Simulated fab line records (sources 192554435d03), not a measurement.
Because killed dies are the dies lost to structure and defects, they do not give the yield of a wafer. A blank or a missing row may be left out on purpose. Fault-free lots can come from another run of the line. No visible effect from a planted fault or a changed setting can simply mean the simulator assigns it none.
Matching of chambers    flow n5_finfet    3 sister chambers for N5_BEOL_M13_ILD_DEP_00 on pecvd-04
The step deposits SiOC from DEMS/O2, target thk 837.92 nm, time 166.4 s. 6 wafers are shown with their chamber, then 10 later ones without.

EACH WAFER AND ITS CHAMBER
wafer   chamber  throttle_valve_pct (%)  showerhead_plenum_p_Torr (Torr)
L086.5  0        12.5                    5.667
L084.5  0        12.0                    5.665
L089.2  1        12.7                    5.689
L089.6  2        11.0                    5.666
L088.1  1        12.6                    5.687
L088.3  2        10.4                    5.681

WAFERS WITH NO CHAMBER GIVEN
wafer   throttle_valve_pct (%)  showerhead_plenum_p_Torr (Torr)
L088.4  10.3                    5.669
L093.1  10.9                    5.676
L093.2  12.2                    5.655
L093.5  12.6                    5.684
L095.4  10.8                    5.669
L095.5  12.2                    5.654
L095.6  12.4                    5.689
L096.3  12.4                    5.678
L096.5  12.6                    5.693
L096.6  12.5                    5.657

EACH ONE'S CHAMBER
wafer   from the rows above      in truth
L088.4  2                        2
L093.1  2                        2
L093.2  0                        0
L093.5  1                        1
L095.4  2                        2
L095.5  0                        0
L095.6  1                        1
L096.3  can't be placed: 1 or 0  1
L096.5  1                        1
L096.6  0                        0
Correctly placed: 9 of 10. These rows do not allow placing 1 (true chamber among the candidates in 1). 0 placed wrongly.
How it was worked out, from the rows above alone: a wafer's distance from a chamber is the root of the sum, over the readings, of the square of ((its reading less the chamber's mean) divided by the reading's scatter). If the next closest chamber is less than 2 further off than the closest, the wafer can't be placed; otherwise it belongs to the closest. For every chamber, the mean is computed from those of its wafers that are shown. The scatter is the square root of a quotient: the sum, over the shown wafers, of each reading's squared deviation from its chamber's mean, divided by wafers minus chambers.
